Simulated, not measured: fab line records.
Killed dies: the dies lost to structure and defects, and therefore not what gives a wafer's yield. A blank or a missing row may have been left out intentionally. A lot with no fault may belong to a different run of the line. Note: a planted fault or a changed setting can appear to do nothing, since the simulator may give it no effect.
Problem report in the 8D (eight disciplines) form, filled by code ; flow nand-harc ; the parts of the form that need people (team, actions taken, sign-off) are left out

## 1. PROBLEM STATEMENT
thk-nm at NHARC_A_ONON_D1_THK_MEAS_34 reads a mean of 216.7 nm on 6 wafers of 2 lots; wafers without a fault read 199.8 nm with a standard deviation of 2.8. Measured from the usual mean, that is +6.0 standard deviations.
The step: measures by ellipsometry.
First seen on wafer L408.3, day 12 18:27, on film-metro-01. The record has a number at this step for 36 wafers belonging to 12 lots. The rule behind "out" and "out of limits": a value lying over 4 standard deviations away from the usual mean. The other wafers with a number count as sound.

## 2. WHAT IT IS, WHAT IT ISN'T
question;is;is not
which readings at this step;thk-nm;-
which lots;L408, L410;L399, L400, L401, L403, L405, L406, L416, L418, L419, L420
which wafers of those lots;all that have a number;-
read on which gauges;film-metro-01;film-metro-02
when;from day 12 18:27;"up to then (18 sound wafers); but 12 sound wafers of L416, L418, L419, L420 came after"

## 3. SUSPECTS, AND WHAT RULES EACH OUT
Counting: a tool at any process step up to the reading remains a suspect when it ran all the lots that are out and ran no sound lot after the first of those.
- the gauge at NHARC_A_ONON_D1_THK_MEAS_34 has been ruled out. All the wafers that are out were read on film-metro-01, but those of them that NHARC_A_ONON_D1_DEP_33 has rows for are out there too, on other tools.
- rie-diel-12 at NHARC_A_ZERO_WELL_ETCH_19 (etches the open film in N2/H2, target depth 80 nm, overetch 24 nm, time 87.88 s): ruled out as a lasting fault. After its first lot that is out, L408 (day 11 03:16), sound lots L418, L419 ran on it.
- pecvd-02 at NHARC_A_ONON_D1_DEP_33 (deposits SiO2, target thk 200 nm): ruled out as a lasting fault. After its first lot that is out, L408 (day 12 18:05), sound lots L416, L418 ran on it.
Left after counting: nothing in the record.

## 4. THE CAUSE (what the simulator had put in)
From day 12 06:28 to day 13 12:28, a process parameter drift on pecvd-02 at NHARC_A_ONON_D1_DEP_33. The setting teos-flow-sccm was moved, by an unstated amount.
It was ruled out by counting, in error; the rule expects a fault to strike all lots run on its tool from its start on, and this fault did not.

## 5. SEQUENCE OF EFFECTS, ordered by route
Each row: a reading whose mean over the struck wafers that have a number lies more than 3 standard deviations from the usual. Readings are gone through only where the record gives a usual standard deviation; hours: the median, over the lots, of the time from a lot's start at the first step in this table giving one to that lot's start at this step; sigmas: the change measured in usual standard deviations.
hours;step;reading;usual;on struck wafers;change;sigmas
0;NHARC_A_ONON_D1_DEP_33;mfc-precursor-sccm;161.4 sccm;172.8;+11.4;+21
0;NHARC_A_ONON_D1_THK_MEAS_34;thk-nm;199.8 nm;216.7;+16.9;+6.0
Here are the process steps it includes:
- NHARC_A_ONON_D1_DEP_33: deposits SiO2, target thk 200 nm.
Later measuring or inspecting steps at which every struck wafer that the step has a row for has a number for every such reading, and none has moved that far: NHARC_A_CHANNEL_HOLE_D1_OVL_MEAS_11.

## 6. WHAT WOULD HAVE CAUGHT IT SOONER
In this record the first reading out of limits at a measuring or inspecting step was taken at day 12 18:27, 12 hours after the fault began at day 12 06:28.
The tool's own readings at NHARC_A_ONON_D1_DEP_33 were out on every struck wafer that the step has a row for (mfc-precursor-sccm): an alarm limit on them would have fired on the first of those.
